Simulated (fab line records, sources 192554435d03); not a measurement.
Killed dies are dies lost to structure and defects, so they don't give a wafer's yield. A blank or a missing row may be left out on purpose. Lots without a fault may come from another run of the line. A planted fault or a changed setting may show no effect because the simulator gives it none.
fab line records | flow n5_finfet
record lots=7 wafers=21 last_day=18
route steps=1938 shown MOL_CONTACT_COAG@539 BEOL_M4@1111 PASSIVATION@1936
lots that met no fault: from a run of the same line without faults
start_h: hours from the record's first day to the start of the lot's first wafer shown | wait_h: hours since the lot's step before | " the same as in the row above | L1.1+2: a row that stands for several wafers | - no value, or no start given | * or withheld: withheld | < > ~ a bound
route shown NAME@n: a module of which the file shows steps, and the number in the route of the first | usual: mean/standard deviation of fault-free wafers | same: alike in all rows | chamber/n: place in a boat | sites: the reading at each site | _std_site: their standard deviation | _edge_site: outer sites' mean less inner sites' | radius_mm: how far each site lies from the wafer's centre | mask NAME#n: copy n | behind: the tool/chamber that last shaped the wafer | hold: why the lot was held/for how many hours/how that ended | device: the transistor (n, p or np) that didn't switch | end of line: the same wafers' tests at the end of the route | a step without rows: its recipe alone | killed: dies lost to structure and defects at the first sort, not the wafer's yield | map: a wafer's dies, x killed, . not, _ none there
set.NAME: the setting as run; set.NAME@STEP: as run at that earlier step | model.NAME: the simulator's own value behind a step, which no gauge read
lots at some steps of the route; a table a step, a row a wafer
services: from which hour (start_h, from the record's first day; less than 0 if before it) a tool's chamber was out of use, for how many hours, and why
## steps
# step N5_MOL_CONTACT_COAG_STRIP_98
# recipe chemistry=N2/H2 power_w=500 temp_c=40 pressure_mtorr=50 rf_frequency_hz=6e+07 overash_fraction=0.3 bias_power_w=8 h2_frac=0.5 n2_flow_sccm=300 h2_flow_sccm=300
# step N5_MOL_CONTACT_COAG_CD_MEAS_99
# recipe target_cd_nm=17.2 polarity=opening
# usual cd_nm=17.1/0.31
# columns lot.wafer tool chamber start_h wait_h cd_nm
L602.1 cd_sem-01 - 97.60 - 17.1
L602.3 " - " " 17.1
L602.4 " - " " 16.9
L605.1 cd_sem-02 - 112.28 - 16.9
L605.2 " - " " 16.7
L605.6 " - " " 16.7
L617.1 cd_sem-01 - 186.05 - 17.0
L617.4 " - " " 17.3
L617.6 " - " " 16.6
L619.1 cd_sem-02 - 199.06 - 16.7
L619.3 " - " " 17.0
L619.6 " - " " 17.5
L620.1 cd_sem-02 - 206.04 - 16.8
L620.2 " - " " 17.0
L620.4 " - " " 16.7
L623.1 cd_sem-02 - 223.13 - 17.8
L623.3 " - " " 17.1
L623.6 " - " " 17.3
L618.1 cd_sem-02 - 228.83 - 17.0
L618.2 " - " " 16.5
L618.6 " - " " 17.0
# step N5_MOL_CONTACT_COAG_IMPLANT_129
# recipe species=Ge energy_kev=3 dose_cm2=6e+14 tilt_deg=0 rotation_deg=0
# step N5_MOL_CONTACT_COAG_PRECLEAN_111
# recipe chemistry=NF3:NH3 afs_cycles=1 temp_c=30 time_s=20 sublimation_temp_c=180 sublimation_time_s=60 pressure_torr=3 rf_power_w=30
# step N5_MOL_CONTACT_COAG_TI_SIL_19
# recipe material=Ti target_thk_a=42 temp_c=200 chamber_pressure_pa=5 power_w=5000 time_s=15
# usual throttle_valve_pct=30.0/1
# columns lot.wafer tool chamber start_h wait_h throttle_valve_pct
L602.1 pvd_sputter-02 - 98.09 0.2 28.9
L602.3 " - " " 28.8
L602.4 " - " " 29.6
L605.1 pvd_sputter-02 - 112.74 0.2 30.4
L605.2 " - " " 29.2
L605.6 " - " " 29.4
L617.1 pvd_sputter-01 - 189.11 0.2 30.0
L617.4 " - " " 29.5
L617.6 " - " " 31.4
L619.1 pvd_sputter-01 - 199.82 0.4 31.8
L619.3 " - " " 30.6
L619.6 " - " " 30.5
L620.1 pvd_sputter-01 - 206.73 0.4 30.6
L620.2 " - " " 29.8
L620.4 " - " " 31.6
L623.1 pvd_sputter-02 - 223.63 0.2 30.3
L623.3 " - " " 29.7
L623.6 " - " " 29.2
L618.1 pvd_sputter-02 - 229.39 0.2 29.6
L618.2 " - " " 29.0
L618.6 " - " " 30.2
# step N5_MOL_CONTACT_COAG_ALD_20
# recipe material=TiN target_thk_a=15 temp_c=400 ald_precursor_family=TiCl4 ald_co_reactant=NH3 pulse_time_s=1 purge_time_s=3 co_reactant_purge_time_s=2 co_reactant_pulse_time_s=2 ald_cycles=68 pressure_torr=3
# step N5_MOL_CONTACT_COAG_SIL_ANNEAL_21
# recipe temp_c=550 time_s=60 ambient=N2
# step N5_MOL_CONTACT_COAG_PRE_CLEAN_141
# recipe gas=H2/He time_s=60 temp_c=300
# step N5_MOL_CONTACT_COAG_SPUTTER_143
# recipe material=Co target_thk_a=25 temp_c=25 chamber_pressure_pa=0.2
# usual chamber_pressure_pa=0.2000/0.00037 substrate_temp_c=25.00/0.11 throttle_valve_pct=30.0/0.97
# columns lot.wafer tool chamber start_h wait_h chamber_pressure_pa substrate_temp_c throttle_valve_pct
L602.1 pvd_sputter-01 - 100.64 0.0 0.2006 25.05 29.9
L602.3 " - " " 0.1996 25.04 31.6
L602.4 " - " " 0.2001 25.05 30.6
L605.1 pvd_sputter-03 - 113.69 0.0 0.2003 24.99 31.0
L605.2 " - " " 0.2000 24.90 28.3
L605.6 " - " " 0.1999 25.11 29.1
L617.1 pvd_sputter-01 - 190.25 0.0 0.1998 25.13 30.5
L617.4 " - " " 0.1998 24.97 29.5
L617.6 " - " " 0.2002 24.92 31.7
L619.1 pvd_sputter-01 - 201.34 0.0 0.1994 24.96 29.8
L619.3 " - " " 0.1998 25.01 31.7
L619.6 " - " " 0.1999 24.90 31.9
L620.1 pvd_sputter-01 - 207.89 0.0 0.1999 24.91 29.9
L620.2 " - " " 0.1995 25.13 29.6
L620.4 " - " " 0.1997 24.91 30.6
L623.1 pvd_sputter-01 - 226.16 0.0 0.1999 25.08 29.7
L623.3 " - " " 0.1998 24.95 30.5
L623.6 " - " " 0.2000 25.03 29.6
L618.1 pvd_sputter-02 - 230.27 0.0 0.2003 24.97 29.2
L618.2 " - " " 0.2001 24.93 30.2
L618.6 " - " " 0.1998 25.24 29.4
# step N5_MOL_CONTACT_COAG_CO_FILL_22
# recipe material=Co target_thk_a=200 temp_c=200 precursor=CCTBA/H2 pressure_torr=30
# usual heater_power_w=254/14
# columns lot.wafer tool chamber start_h wait_h heater_power_w since_wet_clean_h
L602.1 cvd_co-02 2 100.76 0.1 258 382
L602.3 " 0 " " 240 861
L602.4 " 0 " " 237 -
L605.1 cvd_co-01 1 113.81 0.1 270 1093
L605.2 " 0 " " 257 655
L605.6 " 1 " " 281 -
L617.1 cvd_co-01 1 190.37 0.1 271 1169
L617.4 " 0 " " 268 -
L617.6 " 2 " " 238 -
L619.1 cvd_co-01 1 201.46 0.1 271 1180
L619.3 " 0 " " 259 743
L619.6 " 2 " " 239 -
L620.1 cvd_co-02 2 208.01 0.1 259 489
L620.2 " 1 " " 252 71
L620.4 " 1 " " 251 -
L623.1 cvd_co-01 0 226.28 0.1 270 768
L623.3 " 1 " " 277 1205
L623.6 " 0 " " 269 -
L618.1 cvd_co-01 2 230.63 0.3 236 312
L618.2 " 0 " " 262 772
L618.6 " 1 " " 276 -
# step N5_MOL_CONTACT_COAG_ANNEAL_113
# recipe temp_c=400 time_s=300 ambient=H2/N2
# usual lamp_power_pct=2.51/0.13 wafer_temp_C_max=401.8/0.63
# columns lot.wafer tool chamber start_h wait_h lamp_power_pct wafer_temp_C_max
L602.1 rtp_anneal-01 0 101.37 0.3 2.61 401.7
L602.3 " 0 " " 2.61 401.6
L602.4 " 0 " " 2.61 402.5
L605.1 rtp_anneal-01 0 114.45 0.3 2.61 402.5
L605.2 " 0 " " 2.62 402.7
L605.6 " 0 " " 2.61 402.2
L617.1 rtp_anneal-02 0 191.14 0.5 2.35 400.8
L617.4 " 0 " " 2.35 401.5
L617.6 " 0 " " 2.35 400.9
L619.1 rtp_anneal-01 0 202.07 0.3 2.61 403.0
L619.3 " 0 " " 2.61 401.6
L619.6 " 0 " " 2.61 401.5
L620.1 rtp_anneal-01 0 208.76 0.5 2.61 401.5
L620.2 " 0 " " 2.61 401.8
L620.4 " 0 " " 2.61 402.1
L623.1 rtp_anneal-01 0 226.90 0.3 2.61 402.1
L623.3 " 0 " " 2.61 401.8
L623.6 " 0 " " 2.61 402.8
L618.1 rtp_anneal-02 0 231.25 0.3 2.34 400.7
L618.2 " 0 " " 2.35 400.5
L618.6 " 0 " " 2.35 401.3
# step N5_MOL_CONTACT_COAG_PRE_CLEAN_142
# recipe gas=H2/He time_s=60 temp_c=300
# usual heater_power_w=446/46
# columns lot.wafer tool chamber start_h wait_h heater_power_w
L602.1 pvd_sputter-03 - 103.41 1.9 458
L602.3 " - " " 380
L602.4 " - " " 460
L605.1 pvd_sputter-02 - 116.70 2.1 436
L605.2 " - " " 571
L605.6 " - " " 424
L617.1 pvd_sputter-02 - 194.61 3.3 436
L617.4 " - " " 423
L617.6 " - " " 424
L619.1 pvd_sputter-03 - 205.10 2.9 473
L619.3 " - " " 389
L619.6 " - " " 466
L620.1 pvd_sputter-03 - 210.80 1.9 377
L620.2 " - " " 461
L620.4 " - " " 465
L623.1 pvd_sputter-02 - 228.81 1.8 415
L623.3 " - " " 438
L623.6 " - " " 424
L618.1 pvd_sputter-02 - 232.77 1.4 435
L618.2 " - " " 422
L618.6 " - " " 422
# step N5_MOL_CONTACT_COAG_SPUTTER_130
# recipe material=Co target_thk_a=475 temp_c=25 chamber_pressure_pa=0.5 power_w=3000
# usual cathode_dc_power_W=3000.0/0.49 chamber_pressure_pa=0.5000/0.001 throttle_valve_pct=29.9/0.96
# columns lot.wafer tool chamber start_h wait_h cathode_dc_power_W chamber_pressure_pa throttle_valve_pct
L602.1 pvd_sputter-03 - 103.47 0.0 3000.2 0.5010 30.8
L602.3 " - " " 3000.3 0.4977 28.3
L602.4 " - " " 3000.9 0.5005 29.0
L605.1 pvd_sputter-02 - 116.76 0.0 3000.3 0.4996 29.2
L605.2 " - " " 2999.2 0.4982 29.7
L605.6 " - " " 3000.4 0.4993 28.9
L617.1 pvd_sputter-02 - 194.67 0.0 - - -
L617.4 " - " " - - -
L617.6 " - " " - - -
L619.1 pvd_sputter-03 - 205.16 0.0 - - -
L619.3 " - " " - - -
L619.6 " - " " - - -
L620.1 pvd_sputter-03 - 210.86 0.0 - - -
L620.2 " - " " - - -
L620.4 " - " " - - -
L623.1 pvd_sputter-02 - 228.87 0.0 2999.8 0.5001 29.2
L623.3 " - " " 3000.5 0.4983 30.4
L623.6 " - " " 2999.7 0.5012 29.1
L618.1 pvd_sputter-02 - 232.83 0.0 3000.1 0.4989 30.5
L618.2 " - " " 2999.9 0.4999 29.0
L618.6 " - " " 2999.8 0.4993 29.0
# step N5_MOL_CONTACT_COAG_PRECLEAN_125
# recipe chemistry=DIW time_s=57.5 temp_c=23
# step N5_MOL_CONTACT_COAG_SRD_126
# recipe dry_time_s=32 dry=n2_spin spin_rpm=1500
# step N5_MOL_CONTACT_COAG_CMP_23
# recipe stop_on=SiO2 t_overpolish_s=1.5 post_cmp_clean=cu_alkaline down_force_psi=2 platen_rpm=50.289 pad_velocity_m_s=1.0006 target_thk_nm=0
# usual motor_current_A=8.1/0.9 platen_rpm=50.29/0.04 slurry_flow_ml_min=150.0/0.49 time_to_endpoint_s=8.9/2.1
# columns lot.wafer tool chamber start_h wait_h motor_current_A platen_rpm slurry_flow_ml_min time_to_endpoint_s model.Co_of_MOL_CONTACT_COAG_CO_FILL_22.thk_nm
L602.1 cmp-03 0 103.65 0.0 7.3 50.28 150.8 9.9 20.4
L602.4 " 2 " " 7.9 50.31 150.5 10.7 20.2
L602.3 " 3 " " 7.7 50.37 149.3 7.0 20
L605.2 cmp-04 0 116.94 0.0 8.8 50.26 150.1 9.2 20.2
L605.1 " 1 " " 7.5 50.37 149.7 9.3 19.6
L605.6 " 0 " " 9.0 50.27 150.0 7.2 19.8
L617.1 cmp-03 0 194.89 0.1 7.5 50.26 150.5 3.7 0
L617.4 " 1 " " 8.3 50.28 149.7 3.6 0
L617.6 " 0 " " 7.3 50.31 149.9 1.5 0
L619.1 cmp-03 1 205.34 0.0 8.3 50.29 150.3 1.6 0
L619.3 " 3 " " 7.1 50.29 149.9 1.5 0
L619.6 " 2 " " 8.5 50.26 149.7 4.5 0
L620.1 cmp-01 2 211.08 0.0 9.6 50.28 149.0 3.9 0
L620.2 " 3 " " 7.0 50.30 150.2 4.9 0
L620.4 " 0 " " 9.4 50.31 150.2 3.7 0
L623.3 cmp-03 1 229.09 0.1 8.7 50.18 150.2 8.4 19.6
L623.1 " 2 " " 8.4 50.34 150.1 9.8 20
L623.6 " 0 " " 7.7 50.28 148.9 10.9 20
L618.1 cmp-01 2 233.01 0.0 9.0 50.31 150.1 6.5 19.8
L618.2 " 1 " " 7.1 50.28 150.0 5.7 20.2
L618.6 " 3 " " 6.9 50.28 149.3 6.4 20
# step N5_BEOL_M4_RC_MEAS_101
# usual DIBL_N=36.1/1.6 DIBL_P=35.8/2.1 IOFF_N=0.16/0.031 IOFF_P=0.21/0.034 ION_N=673/12 ION_P=461/7.2 SS_N=71.4/0.59 SS_P=73.3/0.63 VT_N=250/3.1 VT_P=-250/3.3
# columns lot.wafer tool chamber start_h wait_h DIBL_N[mV/V] DIBL_P[mV/V] IOFF_N[nA/um] IOFF_P[nA/um] ION_N[uA/um] ION_P[uA/um] SS_N[mV/dec] SS_P[mV/dec] VT_N[mV] VT_P[mV]
L602.1 prober-01 0 175.36 0.0 37.0 37.4 0.18 0.23 677 466 71.5 73.3 248 -248
L602.3 " 0 " " 40.3 41.5 0.26 0.31 702 479 73.1 74.3 244 -245
L602.4 " 0 " " 34.9 34.2 0.13 0.17 660 455 71.8 72.4 253 -251
L605.1 prober-02 0 200.75 0.0 35.2 36.3 0.16 0.21 680 465 71.5 73.5 250 -252
L605.2 " 0 " " 35.7 36.7 0.17 0.20 670 459 70.6 74.7 251 -250
L605.6 " 0 " " 37.3 38.2 0.19 0.22 686 461 72.3 74.0 247 -248
L617.1 prober-01 0 274.64 0.0 38.7 38.6 0.18 0.21 669 453 72.0 73.8 247 -253
L617.4 " 0 " " 36.3 36.3 0.14 0.18 663 455 71.1 73.9 249 -255
L617.6 " 0 " " 37.9 38.0 0.17 0.21 671 453 71.6 73.8 249 -254
L619.1 prober-01 0 280.84 0.0 39.6 40.8 0.21 0.29 676 466 72.4 75.0 243 -247
L619.3 " 0 " " 37.1 36.2 0.16 0.20 670 458 71.8 72.8 249 -250
L619.6 " 0 " " 37.7 38.0 0.19 0.22 682 460 72.4 73.3 250 -247
L620.1 prober-01 0 284.14 0.0 32.9 31.4 0.10 0.15 633 446 70.2 71.6 260 -256
L620.2 " 0 " " 35.6 34.5 0.14 0.20 675 460 71.4 73.2 252 -253
L620.4 " 0 " " 34.8 34.1 0.13 0.19 660 449 70.8 72.9 251 -253
L623.1 prober-02 0 301.01 0.0 36.0 34.3 0.17 0.22 693 472 71.5 72.3 246 -249
L623.3 " 0 " " 36.7 36.3 0.17 0.25 682 466 72.0 73.0 246 -246
L623.6 " 0 " " 36.7 35.1 0.17 0.23 688 476 72.0 72.8 247 -246
L618.1 prober-01 0 320.15 0.0 36.2 34.5 0.17 0.21 671 457 71.5 72.3 251 -249
L618.2 " 0 " " 38.4 36.9 0.22 0.25 692 467 71.8 73.6 246 -244
L618.6 " 0 " " 38.3 37.0 0.23 0.25 682 466 71.6 73.6 247 -245
# step N5_PASSIVATION_PROBE_49
# usual defect_limited_yield=91.0/1.5 killed_at_M0_to_M3=35/11 killed_at_M4_up=13/6 killed_at_contacts=14/6.5 killed_at_front_end=40/12 killed_at_other=4/3.4 killed_dies=106/18 killed_open=68/14 killed_short=35/7.7 sort_bin_5_function=5.2/0.98 sort_bin_6_memory=3.4/0.72 sort_bin_8_speed=0.02/0.24 sort_n_pass=1074/18 sort_yield_pct=91.0/1.5
# same gross_dies=1180 killed_at_back_side=0 sort_bin_4_leakage[%]=0
# columns lot.wafer tool chamber start_h wait_h defect_limited_yield[%] killed_at_M0_to_M3 killed_at_M4_up killed_at_contacts killed_at_front_end killed_at_other killed_dies killed_open killed_short sort_bin_5_function[%] sort_bin_6_memory[%] sort_bin_8_speed[%] sort_n_pass sort_yield_pct[%]
L602.1 prober-01 - 286.42 0.0 92.0 26 12 16 29 11 94 62 31 4.9 2.8 0 1086 92.0
L602.3 prober-01 - 286.52 0.1 94.2 27 5 5 26 5 68 40 26 3.9 1.8 0 1112 94.2
L602.4 prober-01 - 286.57 0.2 91.7 38 9 10 32 9 98 56 41 4.2 3.6 0 1082 91.7
L605.1 prober-02 - 302.41 0.0 89.0 58 12 14 43 3 130 88 37 6.4 4.3 0 1050 89.0
L605.2 prober-02 - 302.46 0.1 94.1 24 10 18 18 0 70 46 22 3.8 1.9 0 1110 94.1
L605.6 prober-02 - 302.66 0.3 92.7 40 12 10 20 4 86 60 24 4.1 3.0 0 1094 92.7
L617.1 prober-01 - 379.54 0.0 89.1 48 9 11 59 2 129 83 38 5.9 4.3 0 1051 89.1
L617.4 prober-01 - 379.69 0.2 92.5 25 13 8 41 1 88 54 29 4.3 2.9 0 1092 92.5
L617.6 prober-01 - 379.79 0.3 91.0 29 21 17 38 1 106 68 36 5.3 3.5 0 1074 91.0
L620.1 prober-01 - 382.16 0.0 92.2 35 9 15 24 9 92 57 32 4.7 2.7 2.88 1054 89.3
L620.2 prober-01 - 382.21 0.1 90.9 34 8 9 40 16 107 57 43 5.2 3.1 0 1073 90.9
L620.4 prober-01 - 382.31 0.2 91.0 48 11 12 28 7 106 74 29 5.5 3.1 0 1074 91.0
L619.1 prober-01 - 386.88 0.0 90.8 46 4 11 44 4 109 51 51 4.7 3.7 0 1071 90.8
L619.3 prober-01 - 386.98 0.1 91.0 37 4 12 52 1 106 70 33 5.4 3.4 0 1074 91.0
L619.6 prober-01 - 387.13 0.3 89.5 47 8 7 61 1 124 81 42 6.0 4.2 0 1056 89.5
L623.1 prober-01 - 410.02 0.0 90.2 25 10 11 66 4 116 72 41 5.8 3.4 0 1064 90.2
L623.3 prober-01 - 410.12 0.1 87.7 21 16 33 75 0 145 103 41 6.3 5.7 0 1035 87.7
L623.6 prober-01 - 410.27 0.3 91.7 19 8 24 47 0 98 65 33 4.5 3.3 0 1082 91.7
L618.1 prober-02 - 425.38 0.0 89.1 33 28 28 40 0 129 101 28 6.2 4.7 0 1051 89.1
L618.2 prober-02 - 425.43 0.1 89.7 57 15 9 41 0 122 76 45 6.2 3.7 0 1058 89.7
L618.6 prober-02 - 425.63 0.3 90.3 35 25 6 49 0 115 77 37 5.8 3.6 0 1065 90.3
# killed by level:class
L602.1 MOL_CONTACT_COAG:geometric_particle:open=11 BEOL_M1:geometric_particle:open=8 FIN_SAQP:geometric_particle:open=6 BEOL_M0_SAQP:geometric_particle:open=6 STI_FIN_REVEAL:geometric_particle:open=5 MOL_CONTACT_COAG:geometric_particle:short=5 BEOL_M1:geometric_particle:short=5 PASS1_CAP:geometric_particle:short=4
L602.3 BEOL_M3:geometric_particle:open=9 FIN_SAQP:geometric_particle:short=6 BEOL_M0_SAQP:geometric_particle:short=6 FIN_SAQP:geometric_particle:open=5 STI_FIN_REVEAL:geometric_particle:open=5 MOL_CONTACT_COAG:geometric_particle:open=4 BEOL_M1:geometric_particle:short=3 BEOL_M1:geometric_particle:open=3
L602.4 BEOL_M3:geometric_particle:open=13 BEOL_M0_SAQP:geometric_particle:short=9 FIN_SAQP:geometric_particle:open=8 MOL_CONTACT_COAG:geometric_particle:open=7 BEOL_M1:geometric_particle:short=5 BEOL_M2:geometric_particle:open=5 PASS1_CAP:geometric_particle:short=5 FIN_SAQP:geometric_particle:short=4
L605.1 FIN_SAQP:geometric_particle:open=22 BEOL_M0_SAQP:geometric_particle:short=22 BEOL_M0_SAQP:geometric_particle:open=21 MOL_CONTACT_COAG:geometric_particle:open=10 BEOL_M1:geometric_particle:open=7 DUMMY_GATE:geometric_particle:open=5 BEOL_M5:geometric_particle:open=5 FIN_SAQP:geometric_particle:short=4
L605.2 MOL_CONTACT_COAG:geometric_particle:open=13 BEOL_M0_SAQP:geometric_particle:open=8 BEOL_M0_SAQP:geometric_particle:short=7 FIN_SAQP:geometric_particle:open=5 MOL_CONTACT_COAG:geometric_particle:short=5 BEOL_M1:geometric_particle:open=3 BEOL_M3:geometric_particle:open=3 BEOL_M4:geometric_particle:open=3
L605.6 BEOL_M0_SAQP:geometric_particle:open=12 BEOL_M3:geometric_particle:open=10 BEOL_M0_SAQP:geometric_particle:short=9 MOL_CONTACT_COAG:geometric_particle:open=6 BEOL_M8:geometric_particle:open=6 DUMMY_GATE:geometric_particle:open=5 MOL_CONTACT_COAG:geometric_particle:short=4 FIN_SAQP:geometric_particle:open=3
L617.1 STI_FIN_REVEAL:geometric_particle:open=12 BEOL_M1:geometric_particle:open=11 FIN_SAQP:geometric_particle:open=10 BEOL_M0_SAQP:geometric_particle:short=10 FIN_SAQP:geometric_particle:short=8 MOL_CONTACT_COAG:geometric_particle:open=8 BEOL_M0_SAQP:geometric_particle:open=8 BEOL_M0:geometric_particle:open=7
L617.4 FIN_SAQP:geometric_particle:short=10 STI_FIN_REVEAL:geometric_particle:open=9 MOL_CONTACT_COAG:geometric_particle:open=7 BEOL_M2:geometric_particle:open=6 STARTING-WAFER:geometric_particle:open=5 BEOL_M1:geometric_particle:open=5 BEOL_M5:geometric_particle:open=4 DUMMY_GATE:geometric_particle:open=3
L617.6 MOL_CONTACT_COAG:geometric_particle:open=11 BEOL_M4:geometric_particle:open=11 FIN_SAQP:geometric_particle:open=9 BEOL_M0_SAQP:geometric_particle:short=9 STARTING-WAFER:geometric_particle:short=6 FIN_SAQP:geometric_particle:short=5 MOL_CONTACT_COAG:geometric_particle:short=5 BEOL_M0_SAQP:geometric_particle:open=5
L620.1 MOL_CONTACT_COAG:geometric_particle:open=11 BEOL_M1:geometric_particle:open=8 BEOL_M2:geometric_particle:open=7 BEOL_M0_SAQP:geometric_particle:open=7 STI_FIN_REVEAL:geometric_particle:short=4 STI_FIN_REVEAL:geometric_particle:open=4 DUMMY_GATE:geometric_particle:open=4 MOL_CONTACT_COAG:geometric_particle:short=4
L620.2 FIN_SAQP:geometric_particle:short=8 BEOL_M2:geometric_particle:open=8 DUMMY_GATE:geometric_particle:open=7 MOL_CONTACT_COAG:geometric_particle:open=6 PASS1_DEP:geometric_particle:short=6 BEOL_M0_SAQP:geometric_particle:open=5 BEOL_M3:geometric_particle:open=5 PASS1_DEP:geometric_particle:open=5
L620.4 MOL_CONTACT_COAG:geometric_particle:open=10 BEOL_M1:geometric_particle:open=9 BEOL_M0_SAQP:geometric_particle:open=8 BEOL_M3:geometric_particle:open=8 BEOL_M2:geometric_particle:open=7 BEOL_M0:geometric_particle:open=5 BEOL_M0_SAQP:geometric_particle:short=5 STARTING-WAFER:geometric_particle:short=4
L619.1 BEOL_M0_SAQP:geometric_particle:open=17 BEOL_M0_SAQP:geometric_particle:short=15 MOL_CONTACT_COAG:geometric_particle:open=8 DUMMY_GATE:geometric_particle:open=6 FIN_SAQP:geometric_particle:short=4 FIN_CUT:geometric_particle:short=4 DUMMY_GATE:geometric_particle:short=4 GATE_CUT:geometric_particle:open=4
L619.3 STI_FIN_REVEAL:geometric_particle:open=14 FIN_SAQP:geometric_particle:open=10 MOL_CONTACT_COAG:geometric_particle:open=10 BEOL_M0_SAQP:geometric_particle:open=10 FIN_SAQP:geometric_particle:short=9 BEOL_M0_SAQP:geometric_particle:short=9 STI_FIN_REVEAL:geometric_particle:short=8 BEOL_M2:geometric_particle:open=4
L619.6 STI_FIN_REVEAL:geometric_particle:open=17 BEOL_M0_SAQP:geometric_particle:open=17 FIN_SAQP:geometric_particle:open=12 BEOL_M0_SAQP:geometric_particle:short=12 FIN_SAQP:geometric_particle:short=10 STI_FIN_REVEAL:geometric_particle:short=6 MOL_CONTACT_COAG:geometric_particle:open=6 GATE_CUT:geometric_particle:short=6
L623.1 STI_FIN_REVEAL:geometric_particle:open=20 BEOL_M0_SAQP:geometric_particle:short=14 DUMMY_GATE:geometric_particle:open=9 MOL_CONTACT_COAG:geometric_particle:open=9 FIN_SAQP:geometric_particle:open=8 GATE_CUT:geometric_particle:short=8 BEOL_M2:geometric_particle:open=6 FIN_SAQP:geometric_particle:short=4
L623.3 STI_FIN_REVEAL:geometric_particle:open=32 MOL_CONTACT_COAG:geometric_particle:open=26 STI_FIN_REVEAL:geometric_particle:short=12 BEOL_M4:geometric_particle:open=7 MOL_CONTACT_COAG:geometric_particle:short=7 BEOL_M2:geometric_particle:open=7 FIN_SAQP:geometric_particle:short=6 DUMMY_GATE:geometric_particle:open=6
L623.6 STI_FIN_REVEAL:geometric_particle:open=22 MOL_CONTACT_COAG:geometric_particle:open=16 MOL_CONTACT_COAG:geometric_particle:short=8 FIN_SAQP:geometric_particle:short=7 BEOL_M0_SAQP:geometric_particle:short=5 BEOL_M0_SAQP:geometric_particle:open=5 STI_FIN_REVEAL:geometric_particle:short=4 BEOL_M4:geometric_particle:open=4
L618.1 MOL_CONTACT_COAG:geometric_particle:open=24 BEOL_M4:geometric_particle:open=22 FIN_SAQP:geometric_particle:short=12 BEOL_M3:geometric_particle:open=9 BEOL_M2:geometric_particle:open=8 STI_FIN_REVEAL:geometric_particle:open=7 DUMMY_GATE:geometric_particle:open=5 FIN_SAQP:geometric_particle:open=4
L618.2 BEOL_M0_SAQP:geometric_particle:open=15 BEOL_M0_SAQP:geometric_particle:short=14 BEOL_M3:geometric_particle:open=13 FIN_SAQP:geometric_particle:open=10 FIN_SAQP:geometric_particle:short=10 BEOL_M4:geometric_particle:open=9 MOL_CONTACT_COAG:geometric_particle:open=6 BEOL_M3:geometric_particle:short=5
L618.6 FIN_SAQP:geometric_particle:open=13 FIN_SAQP:geometric_particle:short=12 BEOL_M4:geometric_particle:open=12 BEOL_M3:geometric_particle:open=9 STI_FIN_REVEAL:geometric_particle:open=8 BEOL_M1:geometric_particle:open=7 MOL_CONTACT_COAG:geometric_particle:open=6 BEOL_M4:geometric_particle:short=6
## services
# columns tool chamber start_h hours kind
cmp-03 - 84.15 0.6 repair
cvd_co-01 - 85.78 6.9 pm
cmp-01 - 86.37 2.5 repair
cmp-04 - 87.17 0.8 repair
cmp-04 - 89.54 4.1 pm
pvd_sputter-03 - 108.54 2.4 repair
cvd_co-02 1 114.67 - clean
cvd_co-02 1 114.67 22.0 scheduled_down
cvd_co-02 1 114.67 22.0 vent_cycle
cmp-04 - 117.69 8.8 repair
cmp-03 - 147.38 4.0 pm
cmp-03 - 151.38 - consumable_replace:conditioner
cmp-03 - 151.38 - consumable_replace:pad
cmp-04 - 158.55 12.5 pm
cmp-03 - 181.03 5.0 pm
cmp-01 - 182.90 1.0 repair
cmp-01 - 190.13 0.5 repair
pvd_sputter-02 - 205.02 2.0 repair
cvd_co-01 - 210.55 14.6 pm
cmp-01 - 215.26 4.0 pm
cmp-01 - 219.26 - consumable_replace:conditioner
cmp-01 - 219.26 - consumable_replace:pad
cvd_co-02 - 225.15 6.0 pm
## key
first_sign step=N5_MOL_CONTACT_COAG_SPUTTER_130 reading=tool_record direction=missing
effect step=N5_MOL_CONTACT_COAG_CMP_23 reading=time_to_endpoint_s direction=down sigmas=2.7 usual=* struck=*
model_effect step=N5_MOL_CONTACT_COAG_CMP_23 value=Co_of_MOL_CONTACT_COAG_CO_FILL_22.thk_nm without=20.11 struck=0
met_at N5_MOL_CONTACT_COAG_SPUTTER_130
struck_wafers L617.1,L617.4,L617.6,L619.1,L619.3,L619.6,L620.1,L620.2,L620.4
onset_between 116.76 194.67
fault kind=skipped_step_whole tool=pvd_sputter-02,pvd_sputter-03 chamber=- onset_h=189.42 steps=N5_MOL_CONTACT_COAG_SPUTTER_130 scope=struck_lots_only
